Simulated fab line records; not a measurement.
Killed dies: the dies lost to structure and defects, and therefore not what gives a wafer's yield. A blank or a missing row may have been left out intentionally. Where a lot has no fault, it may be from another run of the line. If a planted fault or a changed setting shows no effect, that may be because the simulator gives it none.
Struck lot and sound lot, side by side	flow n5 finfet	22 out of 1938 route steps
Sound: wafers L463.2, L463.4, L463.5. Wafers struck: L457.1, L457.3, L457.5. At the end, the cause is stated.
Order at every step that has rows: each side's tool, ch and its chambers, its first start. Under that, the readings that differ: sound wafers	struck wafers	difference of the means	sigmas: that difference in standard deviations of wafers without a fault.
alike: words and numbers the same on both sides, and readings whose means are apart by under 2 such deviations; not compared: readings that were withheld, readings missing a value for some wafer, numbers with overlapping values and no deviation given by the record, and bounds like >300 which may hide the same value.
Wherever a step has rows on one side only, a row that says differs or no value, or a row with sigmas, the two part there. Non-overlapping numbers with no deviation appear without sigmas and do not part them. A reading that every wafer of one side lacks parts them only if that side has two wafers or more.

first, 8 steps without rows for these wafers: N5_BEOL_M12_SPUTTER_44 (material Ta, target thk 10 nm, time 16.13 s); N5_BEOL_M12_SPUTTER_45 (material Cu, target thk 80 nm, time 13.33 s); N5_BEOL_M12_ECD_47 (material Cu, target thk 720 nm); N5_BEOL_M12_ANNEAL_48 (time 90 s); N5_BEOL_M12_CMP_49 (polishes, stops on SiOC, t overpolish 20.6 s, target thk 320 nm); N5_BEOL_M12_PRE_CLEAN_52 (time 15 s); N5_BEOL_M12_DEP_53 (deposits SiCN from 3MS/NH3, target thk 30 nm, time 10.5 s); N5_BEOL_M13_ILD_DEP_00 (deposits SiOC from DEMS/O2, target thk 837.92 nm, time 166.4 s).
N5_BEOL_M13_COAT_58: time 60 s, resist thk 89 nm.
  sound on litho track-02 ch 0, day 16 06:22; struck on litho track-04 ch 0, day 14 21:40
reading	sound	struck	difference	sigmas
spin speed rpm (rpm)	1500.8 1500.4 1501.0	1311.4 1310.8 1311.7	-189.4	-99 or more
model.BARC_of_BEOL_M13_COAT_58.thk nm (nm)	88.8 88.6 88.8	95.4 95.2 95.2	+6.5	
  alike: chill plate temp C
then, 8 steps without rows for these wafers: N5_BEOL_M13_COAT_04 (resist thk 400 nm); N5_BEOL_M13_EBR_06; N5_BEOL_M13_SOFTBAKE_05 (time 60 s); N5_BEOL_M13_EXPOSE_07 (exposes mask V12); N5_BEOL_M13_PEB_08 (peb time 90 s); N5_BEOL_M13_DEVELOP_09 (develop time 45 s); N5_BEOL_M13_HARDBAKE_14 (time 120 s); N5_BEOL_M13_DESCUM_15 (chemistry O2, time 7.9 s).
N5_BEOL_M13_ETCH_59: etches BARC in N2/H2, target depth 89 nm, overetch 26.7 nm, time 67.9 s.
  sound on rie diel-01 ch 1,2, day 16 06:45; struck on rie diel-01 ch 0,3, day 14 22:11
reading	sound	struck	difference	sigmas
model.etch.depth nm (nm)	88.78 88.56 88.7	95.37 95.22 95.22	+6.59	
  alike: drypump motor current A, oes product au, rf vpp V, showerhead plenum p Torr, throttle valve pct
  not compared: rf hours counter h
then, 2 steps without rows for these wafers: N5_BEOL_M13_VIA_ETCH_16 (etches SiOC in C4F8/O2/Ar, target depth 921.7 nm); N5_BEOL_M13_STRIP_63 (strips in N2/H2).
N5_BEOL_M13_STRIP_64: strips in N2/H2.
  sound on plasma asher-01 ch 1, day 16 07:08; struck on plasma asher-01 ch 1, day 14 22:31
reading	sound	struck	difference	sigmas
strip time to endpoint s (s)	31.24 31.19 31.22	33.11 33.08 33.09	+1.88	+25
  alike: drypump motor current A, heater power w, oes product au
  not compared: rf hours counter h
then, 1 step without rows for these wafers: N5_BEOL_M13_STRIP_71 (strips in post etch residue remover, time 60 s).

WHERE THEY PART
First at N5_BEOL_M13_COAT_58; last, within this record, at N5_BEOL_M13_STRIP_64.

WHY: the cause the simulator had injected
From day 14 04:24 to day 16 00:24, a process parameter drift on litho track-04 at N5_BEOL_M13_COAT_58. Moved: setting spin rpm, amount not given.
